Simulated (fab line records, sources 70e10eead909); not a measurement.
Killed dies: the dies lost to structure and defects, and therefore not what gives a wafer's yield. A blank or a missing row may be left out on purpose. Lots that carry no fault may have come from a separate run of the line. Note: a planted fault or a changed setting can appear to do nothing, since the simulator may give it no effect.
The tool behind it: which one? | flow nandHarc | 39 wafers from 13 lots sampled at 5 of the route's 1302 steps

## WHAT THE GAUGES READ, wafer by wafer
NHARC_A_M0_INSPECT_27. Usual: 513 for rawDefectCount, sd 130.
lot  | measured     | on               | rawDefectCount | flag
L733 | day 23 13:01 | defectInspect-01 | 405 430 322    | 
L732 | day 23 13:55 | defectInspect-01 | 964 605 652    | 
L734 | day 23 19:07 | defectInspect-02 | 501 447 493    | 
L731 | day 24 00:35 | defectInspect-02 | 443 384 445    | 
L735 | day 24 09:34 | defectInspect-01 | 555 509 517    | 
L737 | day 24 17:08 | defectInspect-01 | 346 358 290    | 
L739 | day 25 19:10 | defectInspect-02 | 434 381 537    | 
L748 | day 29 09:46 | defectInspect-01 | 475 463 537    | 
L749 | day 30 02:37 | defectInspect-02 | 481 879 512    | 
L750 | day 30 09:41 | defectInspect-01 | 651 657 715    | 
L751 | day 31 06:15 | defectInspect-02 | 487 537 663    | 
L752 | day 31 08:07 | defectInspect-02 | 567 719 685    | 
L753 | day 31 17:34 | defectInspect-02 | 504 508 456    | 

NHARC_END_SORT_01. Usual: defectLimitedYield is 90.7 % with standard deviation 2.9, killedAtArray is 58 with standard deviation 20, killedAtOther is 1.0 with standard deviation 1.2, killedAtPeriphery is 4.1 with standard deviation 3, killedDies is 63 with standard deviation 20, killedOpen is 3.2 with standard deviation 1.7, and killedShort is 2.5 with standard deviation 1.5.
lot  | measured     | on        | defectLimitedYield (%) | killedAtArray | killedAtOther | killedAtPeriphery | killedDies | killedOpen | killedShort | flag
L734 | day 25 13:08 | prober-01 | 88.9 93.1 91.6         | 64 41 51      | 3 0 1         | 8 6 5             | 75 47 57   | 2 6 2      | 3 4 3       | 
L731 | day 25 15:17 | prober-02 | 91.4 89.5 90.0         | 56 67 65      | 1 2 0         | 1 2 3             | 58 71 68   | 1 4 0      | 3 1 1       | 
L737 | day 26 05:01 | prober-02 | 95.3 95.4 95.7         | 29 28 21      | 2 1 1         | 1 2 7             | 32 31 29   | 1 4 9      | 4 4 2       | 
L739 | day 27 08:33 | prober-01 | 87.6 87.9 87.4         | 82 76 84      | 0 0 0         | 2 6 1             | 84 82 85   | 6 5 1      | 4 5 3       | 
L748 | day 30 23:25 | prober-01 | 87.7 84.6 85.4         | 81 99 99      | 0 2 0         | 2 3 0             | 83 104 99  | 4 2 2      | 5 6 3       | 

## WHAT TOOL EACH LOT RAN ON (gives the tool, then ch and the chambers of the sampled wafers, and finally the start)
lot  | NHARC_A_M1_ETCH_15                           | NHARC_A_M1_PVD_21           | NHARC_A_M1_DEP_33
L733 | rieDiel-10 ch 0,1,3, day 23 15:55 or earlier | pvdSputter-02, day 23 15:55 | pecvd-03 ch 0,1,2, day 23 17:23
L732 | rieDiel-01 ch 0,1,2, day 23 16:38 or earlier | pvdSputter-03, day 23 16:38 | pecvd-04 ch 0,1,2, day 23 18:16
L734 | rieDiel-01 ch 0,1, day 23 22:01 or earlier   | pvdSputter-03, day 23 22:01 | pecvd-04 ch 0,1, day 23 23:32
L731 | rieDiel-04 ch 0,2,3, day 24 03:20 or earlier | pvdSputter-02, day 24 03:20 | pecvd-02 ch 1,2, day 24 04:55
L735 | rieDiel-04 ch 0,1,2, day 24 12:23 or earlier | pvdSputter-01, day 24 12:23 | pecvd-03 ch 0,1, day 24 13:56
L737 | rieDiel-10 ch 1,2, day 24 19:52 or earlier   | pvdSputter-02, day 24 19:52 | pecvd-03 ch 0,1, day 24 21:25
L739 | rieDiel-01 ch 0,1,3, day 25 21:55 or earlier | pvdSputter-03, day 25 21:55 | pecvd-04 ch 1,2, day 25 23:29
L748 | rieDiel-04 ch 0,1,3, day 29 12:40 or earlier | pvdSputter-02, day 29 12:40 | pecvd-03 ch 0,1,2, day 29 14:10
L749 | rieDiel-10 ch 0,1, day 30 05:36 or earlier   | pvdSputter-02, day 30 05:36 | pecvd-04 ch 0,2, day 30 07:08
L750 | rieDiel-01 ch 0,2,3, day 30 12:32 or earlier | pvdSputter-03, day 30 12:32 | pecvd-03 ch 0,1,2, day 30 14:09
L751 | rieDiel-04 ch 1,2,3, day 31 09:05 or earlier | pvdSputter-03, day 31 09:05 | pecvd-02 ch 0,1, day 31 10:38
L752 | rieDiel-04 ch 1,2,3, day 31 10:47 or earlier | pvdSputter-01, day 31 10:47 | pecvd-02 ch 0,1,2, day 31 12:18
L753 | rieDiel-10 ch 0,1,3, day 31 21:13 or earlier | pvdSputter-01, day 31 21:13 | pecvd-03 ch 0,1,2, day 31 22:42
- NHARC_A_M1_ETCH_15: etches the open film in C4F8/Ar, target depth 182.5 nm, time 91.2 s.
- NHARC_A_M1_PVD_21: deposits Cu, target thk 30 nm, time 20.49 s.
- NHARC_A_M1_DEP_33: deposits SiCN, target thk 30 nm.

## AS READ BY THE TOOLS THEMSELVES (means over the sampled wafers that have a number; for cases with no such wafer, the mark the record gives instead)
NHARC_A_M1_ETCH_15. Usual: oesProductAu 0.957 a.u., standard deviation 0.018; rfVppV 441.6 V, standard deviation 2.9.
lot  | tool       | oesProductAu (a.u.) | rfVppV (V) | flag
L733 | rieDiel-10 | 0.961               | 444.4      | 
L732 | rieDiel-01 | 0.919               | 442.3      | 
L734 | rieDiel-01 | 0.975               | 443.0      | 
L731 | rieDiel-04 | 0.956               | 440.1      | 
L735 | rieDiel-04 | 0.965               | 441.8      | 
L737 | rieDiel-10 | 0.969               | 442.5      | 
L739 | rieDiel-01 | 0.950               | 440.0      | 
L748 | rieDiel-04 | 0.968               | 440.2      | 
L749 | rieDiel-10 | 0.926               | 444.7      | 
L750 | rieDiel-01 | 0.967               | 440.9      | 
L751 | rieDiel-04 | 0.973               | 442.5      | 
L752 | rieDiel-04 | 0.969               | 442.4      | 
L753 | rieDiel-10 | 0.959               | 444.6      | 

NHARC_A_M1_PVD_21. Usual: substrateTempC 30.01 C, standard deviation 0.11; throttleValvePct 30.0 %, standard deviation 0.77.
lot  | tool          | substrateTempC (C) | throttleValvePct (%) | flag
L733 | pvdSputter-02 | 30.03              | 30.3                 | 
L732 | pvdSputter-03 | 30.05              | 29.8                 | 
L734 | pvdSputter-03 | 30.04              | 30.5                 | 
L731 | pvdSputter-02 | 29.99              | 29.2                 | 
L735 | pvdSputter-01 | 29.94              | 30.1                 | 
L737 | pvdSputter-02 | 29.99              | 30.1                 | 
L739 | pvdSputter-03 | 30.03              | 30.0                 | 
L748 | pvdSputter-02 | 30.06              | 30.0                 | 
L749 | pvdSputter-02 | 30.00              | 30.2                 | 
L750 | pvdSputter-03 | 30.02              | 30.5                 | 
L751 | pvdSputter-03 | 29.99              | 29.9                 | 
L752 | pvdSputter-01 | 30.02              | 29.8                 | 
L753 | pvdSputter-01 | 30.06              | 30.5                 | 

NHARC_A_M1_DEP_33. Usual: 575 W for heaterPowerW, sd 63.
lot  | tool     | heaterPowerW (W) | flag
L733 | pecvd-03 | 651              | 
L732 | pecvd-04 | 583              | 
L734 | pecvd-04 | 549              | 
L731 | pecvd-02 | 501              | 
L735 | pecvd-03 | 644              | 
L737 | pecvd-03 | 552              | 
L739 | pecvd-04 | 591              | 
L748 | pecvd-03 | 594              | 
L749 | pecvd-04 | 572              | 
L750 | pecvd-03 | 584              | 
L751 | pecvd-02 | 555              | 
L752 | pecvd-02 | 478              | 
L753 | pecvd-03 | 638              | 

## THE ANSWER, worked out from the rows above alone
Rule: lot off if the mean of its wafers having a number is beyond 3 standard deviations from the usual mean. A lot without any number at a reading at which 4 lots or more have one is off too. All remaining lots with rows at the step are treated as sound. First the gauges in route order, then the tools' own readings, where a lot's mean is used as printed above. At the first step where some lot is off, the reading lying furthest off is the one used; lots without a number count as furthest.
No lot is off on any of the readings shown, so nothing can be concluded from this.

## WHAT THE SIMULATOR HAD PUT IN
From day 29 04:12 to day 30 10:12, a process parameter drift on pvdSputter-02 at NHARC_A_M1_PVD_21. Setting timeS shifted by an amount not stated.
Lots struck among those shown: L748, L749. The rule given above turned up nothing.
